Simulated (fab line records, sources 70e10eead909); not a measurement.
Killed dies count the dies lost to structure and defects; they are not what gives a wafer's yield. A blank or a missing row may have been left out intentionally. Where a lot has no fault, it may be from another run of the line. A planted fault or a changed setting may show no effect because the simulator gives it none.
Which of the tools did it? | flow nand harc | 12 lots, 36 wafers sampled, at 5 steps of a route of 1302

WHAT THE GAUGES READ, wafer by wafer
NHARC_A_CONTACT_CD_MEAS_80.
lot  | measured     | on        | cd nm (nm)
L075 | day 22 13:40 | cd sem-01 | 290.2 289.5 289.8
L076 | day 23 06:02 | cd sem-02 | 289.5 289.8 289.1
L080 | day 24 13:41 | cd sem-02 | 290.6 290.4 290.2
L079 | day 24 22:22 | cd sem-03 | 289.2 289.6 289.2
L083 | day 26 04:30 | cd sem-02 | 290.0 289.3 290.1
L086 | day 26 22:12 | cd sem-02 | 290.1 290.1 289.9
L088 | day 27 23:11 | cd sem-02 | 290.4 290.4 289.9
L089 | day 28 10:43 | cd sem-01 | 288.5 288.9 289.1
L091 | day 28 21:55 | cd sem-03 | 288.3 288.4 288.5
L093 | day 30 12:46 | cd sem-01 | 288.9 288.8 288.6
L094 | day 30 20:30 | cd sem-02 | 288.8 289.4 289.2
L097 | day 31 16:01 | cd sem-02 | 289.3 289.4 289.5

WHICH TOOL RAN EACH LOT (tool, then ch and the chambers of the sampled wafers, then the start)
lot  | NHARC_A_CONTACT_ETCH_96                       | NHARC_A_CONTACT_ETCH_75            | NHARC_A_CONTACT_ETCH_77                       | NHARC_A_CONTACT_ETCH_132
L075 | rie diel-04 ch 2,3, day 22 00:33              | rie diel-04 ch 0,1,3, day 22 09:37 | rie diel-04 ch 1,3, day 22 12:31 or earlier   | har cap etch-01 ch 0,1, day 22 12:31
L076 | rie diel-03 ch 1,2,3, day 23 01:46 or earlier | rie diel-05 ch 1,2,3, day 23 01:46 | rie diel-05 ch 2,3, day 23 04:44 or earlier   | har cap etch-01 ch 0,1, day 23 04:44
L080 | rie diel-04 ch 0,1,2, day 24 03:11            | rie diel-03 ch 0,2,3, day 24 09:36 | rie diel-03 ch 1,2,3, day 24 12:31 or earlier | har cap etch-01 ch 0,1, day 24 12:31
L079 | rie diel-04 ch 0,1,2, day 24 18:19 or earlier | rie diel-05 ch 0,1,2, day 24 18:19 | rie diel-05 ch 1,2,3, day 24 21:13 or earlier | har cap etch-01 ch 0,1, day 24 21:13
L083 | rie diel-03 ch 0,2,3, day 26 00:26 or earlier | rie diel-04 ch 0,1,3, day 26 00:26 | rie diel-04 ch 0,1,2, day 26 03:24 or earlier | har cap etch-02 ch 0,1, day 26 03:24
L086 | rie diel-04 ch 1,2,3, day 26 18:08 or earlier | rie diel-04 ch 1,2,3, day 26 18:08 | rie diel-04 ch 0,1,3, day 26 21:02 or earlier | har cap etch-02 ch 0,1, day 26 21:02
L088 | rie diel-04 ch 1,2,3, day 27 18:49 or earlier | rie diel-04 ch 0,3, day 27 18:49   | rie diel-04 ch 0,2,3, day 27 22:02 or earlier | har cap etch-01 ch 0,1, day 27 22:02
L089 | rie diel-04 ch 0,1,2, day 28 06:38 or earlier | rie diel-03 ch 2,3, day 28 06:38   | rie diel-03 ch 2,3, day 28 09:35 or earlier   | har cap etch-01 ch 0,1, day 28 09:35
L091 | rie diel-04 ch 0,1, day 28 17:35 or earlier   | rie diel-04 ch 1,2,3, day 28 17:35 | rie diel-04 ch 2,3, day 28 20:44 or earlier   | har cap etch-03 ch 0,1, day 28 20:44
L093 | rie diel-04 ch 1,2, day 30 08:33 or earlier   | rie diel-04 ch 0,3, day 30 08:33   | rie diel-04 ch 0,1,3, day 30 11:36 or earlier | har cap etch-02 ch 0,1, day 30 11:36
L094 | rie diel-03 ch 0,2,3, day 30 15:59 or earlier | rie diel-03 ch 0,2,3, day 30 15:59 | rie diel-03 ch 0,1, day 30 19:21 or earlier   | har cap etch-02 ch 0,1, day 30 19:21
L097 | rie diel-03 ch 0,1,3, day 31 05:56            | rie diel-05 ch 0,1,3, day 31 11:53 | rie diel-05 ch 0,2,3, day 31 14:50 or earlier | har cap etch-01 ch 0,1, day 31 14:50
- NHARC_A_CONTACT_ETCH_96: etches the open film in C4F6/O2, target depth 20 nm, time 10 s.
- NHARC_A_CONTACT_ETCH_75: etches the open film in CF4, target depth 39 nm, time 65 s.
- NHARC_A_CONTACT_ETCH_77: etches the open film in CF4/CHF3, target depth 108.9 nm, time 54.5 s.
- NHARC_A_CONTACT_ETCH_132: etches the open film in C4F8/O2/Ar, time 197 s, target depth 1924 nm.

THE ANSWER, worked out from the rows above alone
Rule: usual is defined by the lots themselves. The widest of any qualifying gaps counts: lots, ordered by their means at a reading, are off when they make up no more than a third of the lots, leave a main group of 4 or more, and stand apart from it by 3 or more times the standard deviation of that group's means. A main group is skipped when, at the precision printed for the reading in the tables above, its means are all equal. Also off: a lot with no number at a reading for which 4 or more lots have one. Where the step has rows for the other lots, those lots are counted as sound.
None of the lots is off at any reading shown; this tells nothing.

WHAT THE SIMULATOR HAD PUT IN
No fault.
